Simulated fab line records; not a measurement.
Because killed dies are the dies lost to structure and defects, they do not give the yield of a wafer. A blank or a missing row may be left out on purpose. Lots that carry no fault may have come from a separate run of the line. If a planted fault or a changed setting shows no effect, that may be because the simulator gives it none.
Chamber matching | flow nand-harc | 4 sister chambers for NHARC_A_M1_STRIP_18 on rie-diel-04
The step strips in N2/H2. 4 wafers are shown with their chamber, then 9 later ones without.

## WAFERS WITH THEIR CHAMBER
wafer  | chamber | drypump-motor-current-A (A)
L091.3 | 2       | 5.1
L093.2 | 0       | 6.3
L093.4 | 1       | 5.8
L093.6 | 3       | 5.3

## WAFERS WITHOUT THEIR CHAMBER
wafer  | drypump-motor-current-A (A)
L088.3 | 6.4
L088.4 | 5.9
L088.6 | 5.9
L092.1 | 6.4
L092.3 | 5.1
L092.4 | 5.8
L095.2 | 5.8
L095.4 | 5.1
L095.6 | 5.2

## THE CHAMBER EACH PASSED THROUGH
wafer  | from the rows above     | in truth
L088.3 | 0                       | 0
L088.4 | 1                       | 1
L088.6 | 1                       | 1
L092.1 | 0                       | 0
L092.3 | 2                       | 2
L092.4 | 1                       | 1
L095.2 | 1                       | 1
L095.4 | 2                       | 2
L095.6 | can't be placed: 3 or 2 | 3
8 of 9 placed correctly. Unplaceable from these rows: 1, with the true chamber sitting among the candidates in 1. 0 placed wrongly.
How it was worked out, from the rows above alone: a wafer's distance from a chamber is the root of the sum, over the readings, of the square of ((its reading less the chamber's mean) divided by the reading's scatter). If the next closest chamber is less than 2 further off than the closest, the wafer can't be placed; otherwise it belongs to the closest. A chamber's mean is the mean of its shown wafers. The scatter (one wafer shown for each chamber): square how far every hidden wafer sits from the nearest shown wafer, average those squares and take the square root.
